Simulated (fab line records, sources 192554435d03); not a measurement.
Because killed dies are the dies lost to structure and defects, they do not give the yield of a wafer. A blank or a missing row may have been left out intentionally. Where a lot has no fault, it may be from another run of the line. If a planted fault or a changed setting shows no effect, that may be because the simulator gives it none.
Matching of chambers | flow n5_finfet | cmp-03 running N5_MOL_CONTACT_COAG_CMP_52: 4 sister chambers
The step polishes, stops on SiO2, t overpolish 1.5 s, target thk 66.5 nm. 14 wafers are shown with their chamber, then 7 later ones without.

## WAFERS, EACH WITH ITS CHAMBER
wafer  | chamber | motor_current_A (A) | time_to_endpoint_s (s) | overpolish_run_s (s)
L074.1 | 0       | 15.0                | 5.3                    | 1.509
L074.3 | 2       | 11.1                | 9.1                    | 1.500
L074.5 | 2       | 11.6                | 9.4                    | 1.496
L086.1 | 2       | 11.9                | 13.4                   | 1.499
L086.2 | 1       | 12.4                | 12.8                   | 1.510
L086.5 | 2       | 12.3                | 11.1                   | 1.516
L088.2 | 3       | 12.3                | 8.7                    | 1.501
L088.3 | 0       | 14.0                | 8.1                    | 1.479
L088.5 | 0       | 14.3                | 8.8                    | 1.499
L089.2 | 0       | 14.2                | 6.2                    | 1.505
L089.4 | 1       | 12.1                | 16.6                   | 1.498
L089.6 | 3       | 12.1                | 9.5                    | 1.502
L092.2 | 0       | 14.3                | 9.4                    | 1.497
L092.5 | 1       | 11.9                | 14.0                   | 1.510

SIGNATURES (means of the wafers above)
reading            | chamber 0 | chamber 1 | chamber 2 | chamber 3 | scatter within a chamber
motor_current_A    | 14.360    | 12.133    | 11.725    | 12.200    | 0.386
time_to_endpoint_s | 7.560     | 14.467    | 10.750    | 9.100     | 1.78
overpolish_run_s   | 1.49780   | 1.50600   | 1.50275   | 1.50150   | 0.00934
Rule: distance of a wafer from a chamber = root of the sum over the readings of ((wafer's reading minus chamber's mean) / reading's scatter) squared. If the next closest chamber is less than 2 further off than the closest, the wafer can't be placed; otherwise it belongs to the closest. The scatter: the root of (the sum of the squares of (reading less its chamber's mean) over the shown wafers, divided by (wafers less chambers)).

## WAFERS MISSING THEIR CHAMBER
wafer  | motor_current_A (A) | time_to_endpoint_s (s) | overpolish_run_s (s)
L092.6 | 14.6                | 5.7                    | 1.504
L094.4 | 12.1                | 12.0                   | 1.512
L094.5 | 12.7                | 13.3                   | 1.504
L094.6 | 11.0                | 12.4                   | 1.498
L097.1 | 13.1                | 13.9                   | 1.502
L097.4 | 12.0                | 7.0                    | 1.495
L097.5 | 14.0                | 6.7                    | 1.495

## CHAMBER TAKEN BY EACH
wafer  | from the rows above          | in truth
L092.6 | 0                            | 0
L094.4 | can't be placed: 1 or 2 or 3 | 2
L094.5 | can't be placed: 1 or 3 or 2 | 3
L094.6 | can't be placed: 2 or 1 or 3 | 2
L097.1 | can't be placed: 1 or 3 or 2 | 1
L097.4 | can't be placed: 3 or 2      | 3
L097.5 | 0                            | 0
Placed correctly: 2 of 7. From these rows, 5 cannot be placed; in 5 the true chamber is one of the candidates. Placed wrongly: 0.
